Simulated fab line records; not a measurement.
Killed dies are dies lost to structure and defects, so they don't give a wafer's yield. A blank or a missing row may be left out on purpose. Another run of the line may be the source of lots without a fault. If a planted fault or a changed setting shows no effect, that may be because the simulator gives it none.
Matching of chambers + flow nand_harc + pecvd-03 running NHARC_P_M1_DEP_33: 3 sister chambers
The step deposits SiCN, target thk 30 nm. 3 wafers are shown with their chamber, then 11 later ones without.

WAFERS, EACH WITH ITS CHAMBER
| wafer  | chamber | heater_power_w (W) |
|--------|---------|--------------------|
| L088.5 | 0       | 643                |
| L092.3 | 2       | 508                |
| L093.1 | 1       | 507                |

WAFERS WITHOUT THEIR CHAMBER
| wafer  | heater_power_w (W) |
|--------|--------------------|
| L093.4 | 506                |
| L093.6 | 517                |
| L094.1 | 718                |
| L094.2 | 556                |
| L094.4 | 727                |
| L095.1 | 702                |
| L095.3 | 558                |
| L095.5 | 571                |
| L097.1 | 709                |
| L097.4 | 481                |
| L097.5 | 513                |

THE CHAMBER EACH PASSED THROUGH
| wafer  | from the rows above          | in truth |
|--------|------------------------------|----------|
| L093.4 | can't be placed: 1 or 2      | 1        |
| L093.6 | can't be placed: 2 or 1      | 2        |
| L094.1 | 0                            | 0        |
| L094.2 | can't be placed: 2 or 1 or 0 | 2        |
| L094.4 | 0                            | 0        |
| L095.1 | 0                            | 0        |
| L095.3 | can't be placed: 2 or 1 or 0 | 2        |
| L095.5 | can't be placed: 2 or 1 or 0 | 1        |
| L097.1 | 0                            | 0        |
| L097.4 | can't be placed: 1 or 2      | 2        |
| L097.5 | can't be placed: 2 or 1      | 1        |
Correct placement for 4 of the 11. Not placeable from these rows: 7 (in 7, the candidates include the true chamber). Placed wrongly: 0.
How it was worked out, from the rows above alone: a wafer's distance from a chamber is the root of the sum, over the readings, of the square of ((its reading less the chamber's mean) divided by the reading's scatter). If the next closest chamber is less than 2 further off than the closest, the wafer can't be placed; otherwise it belongs to the closest. For every chamber, the mean is computed from those of its wafers that are shown. The scatter (one wafer shown for each chamber): square how far every hidden wafer sits from the nearest shown wafer, average those squares and take the square root.
